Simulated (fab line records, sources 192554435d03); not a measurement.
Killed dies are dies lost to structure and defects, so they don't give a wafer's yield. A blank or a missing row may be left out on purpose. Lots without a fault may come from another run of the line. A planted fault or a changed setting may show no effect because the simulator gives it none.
One fault seen from 2 desks | flow n5_finfet | each desk has only its own numbers; what lay behind them comes last

THE METROLOGY DESK
What the gauges read, lot by lot, whatever tool the lot ran on: means of the sampled wafers that have a number. A lot is out of limits, marked OUT, if its mean lies more than 4 standard deviations from the usual mean; the brackets give that distance. Of its 13 readings 7 are shown: the one that was out of limits first, and those that lie furthest out on some lot.
Columns: A = M3_THK at N5_BEOL_M3_THK_MEAS_53, usual 40.5 nm; B = M3_RS at N5_BEOL_M3_RS_MEAS_58, usual 0.663 ohm/sq; C = M4_ILD_THK at N5_BEOL_M4_THK_MEAS_01, usual 79.3 nm; D = DIBL_N at N5_BEOL_M4_RC_MEAS_101, usual 35.9 mV/V; E = IOFF_N at N5_BEOL_M4_RC_MEAS_101, usual 0.156 nA/um; F = SS_P at N5_BEOL_M4_RC_MEAS_101, usual 73.1 mV/dec; G = VT_P at N5_BEOL_M4_RC_MEAS_101, usual -250.2 mV
lot  | first seen here | A    | B     | C               | D    | E     | F    | G
L307 | day 8 18:33     | 41.7 | 0.646 | 79.7            | 33.8 | 0.121 | 72.4 | -250.7
L308 | day 9 03:34     | 40.9 | 0.658 | 79.7            | 35.8 | 0.149 | 72.7 | -246.4
L309 | day 9 11:20     | 40.6 | 0.668 | 78.4            | 36.1 | 0.140 | 72.9 | -250.0
L313 | day 10 08:52    | 41.3 | 0.642 | 79.7            | 35.2 | 0.149 | 73.5 | -249.9
L314 | day 10 10:47    | 39.6 | 0.676 | 77.6            | 36.5 | 0.164 | 73.0 | -247.2
L317 | day 11 12:35    | 37.9 | 0.715 | 79.5            | 35.5 | 0.154 | 73.2 | -250.8
L320 | day 12 12:44    | 41.6 | 0.639 | 87.2 (+7.1) OUT | 35.8 | 0.150 | 73.2 | -251.6
L322 | day 12 15:31    | 40.6 | 0.665 | 88.5 (+8.3) OUT | 38.2 | 0.173 | 74.1 | -248.9
L321 | day 13 02:15    | 40.4 | 0.668 | 83.7 (+4.0) OUT | 34.1 | 0.137 | 72.4 | -251.7
L323 | day 13 10:04    | 40.4 | 0.662 | 93.1 (+13) OUT  | 35.0 | 0.121 | 72.7 | -250.4
This desk's finding: out of limits on L320, L321, L322, L323; first on L320, day 12 13:17 (M4_ILD_THK at N5_BEOL_M4_THK_MEAS_01). In limits: L307, L308, L309, L313, L314, L317.

THE TOOL OWNER'S DESK: pecvd-01
The tool's own readings at N5_BEOL_M4_ILD_DEP_00 (deposits SiOC from DEMS/O2, target thk 79 nm, time 15.3 s): means of the sampled wafers that have a number, for each lot that ran on this tool. A lot is out of limits, marked OUT, if its mean lies more than 4 standard deviations from the usual mean; the brackets give that distance.
Columns: A = heater_power_w at N5_BEOL_M4_ILD_DEP_00, usual 455 W; B = showerhead_plenum_p_Torr at N5_BEOL_M4_ILD_DEP_00, usual 5.698 Torr; C = throttle_valve_pct at N5_BEOL_M4_ILD_DEP_00, usual 12.1 %
lot  | first seen here | A   | B     | C
L307 | day 8 18:52     | 412 | 5.708 | 12.3
L308 | day 9 03:55     | 471 | 5.702 | 12.5
L309 | day 9 11:41     | 428 | 5.704 | 12.4
L313 | day 10 09:11    | 447 | 5.692 | 12.5
L320 | day 12 13:13    | 456 | 5.702 | 12.6
L322 | day 12 15:50    | 389 | 5.712 | 12.1
L321 | day 13 02:40    | 467 | 5.703 | 12.6
L323 | day 13 10:25    | 431 | 5.717 | 12.1
This desk's finding: nothing out of limits on any of the 8 lots.

PUT TOGETHER
The metrology desk could have raised an alarm at day 12 13:17, on L320, L321, L322, L323.
The tool owner's desk saw nothing out of limits.
The tool owner's desk has L320, L321, L322, L323 on record, within its limits.
Of the lots named, all ran N5_BEOL_M4_ILD_DEP_00 on pecvd-01.

WHAT THE SIMULATOR HAD PUT IN
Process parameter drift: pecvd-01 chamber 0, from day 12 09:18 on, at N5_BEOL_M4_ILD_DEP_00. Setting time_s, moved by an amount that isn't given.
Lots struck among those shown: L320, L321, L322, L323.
Hours from the fault's start to each desk's first reading out of limits: the metrology desk, 4.
